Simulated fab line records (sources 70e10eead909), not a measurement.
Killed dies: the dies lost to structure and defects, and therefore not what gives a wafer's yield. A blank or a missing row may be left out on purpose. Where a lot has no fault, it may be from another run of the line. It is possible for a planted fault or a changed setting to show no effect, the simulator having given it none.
Which of the tools did it? :: flow nandHarc :: 11 lots with 33 wafers sampled at 4 steps, on a route of 1302 steps

## WHAT EACH GAUGE READ, for each wafer
NHARC_P_GATE_CD_MEAS_46 targets a cd of 720 nm.
lot: L638
measured: day 6 06:06
on: cdSem-02
cdNm (nm): 718.8 718.9 720.3

lot: L640
measured: day 7 07:09
on: cdSem-01
cdNm (nm): 716.9 720.0 717.5

lot: L643
measured: day 8 10:16
on: cdSem-02
cdNm (nm): 721.8 720.4 721.5

lot: L647
measured: day 10 02:54
on: cdSem-02
cdNm (nm): 718.2 718.2 718.5

lot: L648
measured: day 10 09:09
on: cdSem-02
cdNm (nm): 730.6 729.6 730.5

lot: L649
measured: day 10 20:57
on: cdSem-02
cdNm (nm): 727.5 729.6 729.4

lot: L650
measured: day 11 16:10
on: cdSem-02
cdNm (nm): 722.6 721.8 723.6

lot: L655
measured: day 13 15:41
on: cdSem-02
cdNm (nm): 721.1 721.5 722.2

lot: L657
measured: day 14 10:23
on: cdSem-02
cdNm (nm): 720.5 719.3 719.5

lot: L658
measured: day 14 15:19
on: cdSem-01
cdNm (nm): 719.0 719.6 720.7

lot: L659
measured: day 15 00:29
on: cdSem-02
cdNm (nm): 719.7 719.4 718.9

## TOOL THAT RAN EACH LOT (tool first, then ch and the chambers of the sampled wafers, then the start)
lot: L638
NHARC_P_GATE_HM_OPEN_105: rieDiel-03 ch 0,2,3, day 5 18:52 or earlier
NHARC_P_GATE_ETCH_32: rieSi-03 ch 0,3, day 5 18:52
NHARC_P_GATE_PEB_44: lithoTrack-03 ch 0, day 6 06:01

lot: L640
NHARC_P_GATE_HM_OPEN_105: rieDiel-06 ch 1,3, day 6 19:53 or earlier
NHARC_P_GATE_ETCH_32: rieSi-03 ch 0,1,2, day 6 19:53
NHARC_P_GATE_PEB_44: lithoTrack-03 ch 0, day 7 07:04

lot: L643
NHARC_P_GATE_HM_OPEN_105: rieDiel-03 ch 0,1,3, day 7 23:03 or earlier
NHARC_P_GATE_ETCH_32: rieSi-03 ch 0,1,3, day 7 23:03
NHARC_P_GATE_PEB_44: lithoTrack-02 ch 0, day 8 10:10

lot: L647
NHARC_P_GATE_HM_OPEN_105: rieDiel-06 ch 0,3, day 9 13:28 or earlier
NHARC_P_GATE_ETCH_32: rieSi-01 ch 0,1,3, day 9 13:28
NHARC_P_GATE_PEB_44: lithoTrack-03 ch 0, day 10 02:49

lot: L648
NHARC_P_GATE_HM_OPEN_105: rieDiel-06 ch 0,2, day 9 21:46 or earlier
NHARC_P_GATE_ETCH_32: rieSi-03 ch 1,3, day 9 21:46
NHARC_P_GATE_PEB_44: lithoTrack-03 ch 0, day 10 09:04

lot: L649
NHARC_P_GATE_HM_OPEN_105: rieDiel-03 ch 1,2,3, day 10 09:31 or earlier
NHARC_P_GATE_ETCH_32: rieSi-06 ch 0,3, day 10 09:31
NHARC_P_GATE_PEB_44: lithoTrack-03 ch 0, day 10 20:52

lot: L650
NHARC_P_GATE_HM_OPEN_105: rieDiel-03 ch 0,1,2, day 11 04:46 or earlier
NHARC_P_GATE_ETCH_32: rieSi-01 ch 0,1,2, day 11 04:46
NHARC_P_GATE_PEB_44: lithoTrack-02 ch 0, day 11 16:04

lot: L655
NHARC_P_GATE_HM_OPEN_105: rieDiel-03 ch 0,1, day 13 04:29 or earlier
NHARC_P_GATE_ETCH_32: rieSi-03 ch 0,2,3, day 13 04:29
NHARC_P_GATE_PEB_44: lithoTrack-02 ch 0, day 13 15:36

lot: L657
NHARC_P_GATE_HM_OPEN_105: rieDiel-03 ch 0,1, day 13 23:14 or earlier
NHARC_P_GATE_ETCH_32: rieSi-06 ch 0,2,3, day 13 23:14
NHARC_P_GATE_PEB_44: lithoTrack-05 ch 0, day 14 10:18

lot: L658
NHARC_P_GATE_HM_OPEN_105: rieDiel-03 ch 2,3, day 14 03:58 or earlier
NHARC_P_GATE_ETCH_32: rieSi-03 ch 1,2, day 14 03:58
NHARC_P_GATE_PEB_44: lithoTrack-03 ch 0, day 14 15:13

lot: L659
NHARC_P_GATE_HM_OPEN_105: rieDiel-03 ch 1,3, day 14 13:11 or earlier
NHARC_P_GATE_ETCH_32: rieSi-03 ch 1,2,3, day 14 13:11
NHARC_P_GATE_PEB_44: lithoTrack-03 ch 0, day 15 00:23
- NHARC_P_GATE_HM_OPEN_105: chemistry O2/COS, target depth 360 nm.
- NHARC_P_GATE_ETCH_32: etches the open film in HBr/Cl2, target depth 150 nm, time 100.1 s.
- NHARC_P_GATE_PEB_44: peb time 85 s.

## THE ANSWER, worked out from the rows above alone
Rule: usual is defined by the lots themselves. The widest of any qualifying gaps counts: lots, ordered by their means at a reading, are off when they make up no more than a third of the lots, leave a main group of 4 or more, and stand apart from it by 3 or more times the standard deviation of that group's means. A main group whose means are all the same, to the digits that the tables above print for the reading, isn't used. Also off: a lot with no number at a reading for which 4 or more lots have one. Where the step has rows for the other lots, those lots are counted as sound.
Off, at NHARC_P_GATE_CD_MEAS_46 on cdNm: L648, L649. For the main group the mean is 720.0 nm and the standard deviation 1.4.
If a tool, at a process step before that reading, ran all the lots that are off and no sound lot after the first of them, it fits. The gauges at NHARC_P_GATE_CD_MEAS_46 are tried like those tools. Because NHARC_P_GATE_HM_OPEN_105 lacks a start for some lots, the hours and order of its lots are taken from NHARC_P_GATE_ETCH_32. Of those tried, none fits.

## WHAT THE SIMULATOR PUT IN
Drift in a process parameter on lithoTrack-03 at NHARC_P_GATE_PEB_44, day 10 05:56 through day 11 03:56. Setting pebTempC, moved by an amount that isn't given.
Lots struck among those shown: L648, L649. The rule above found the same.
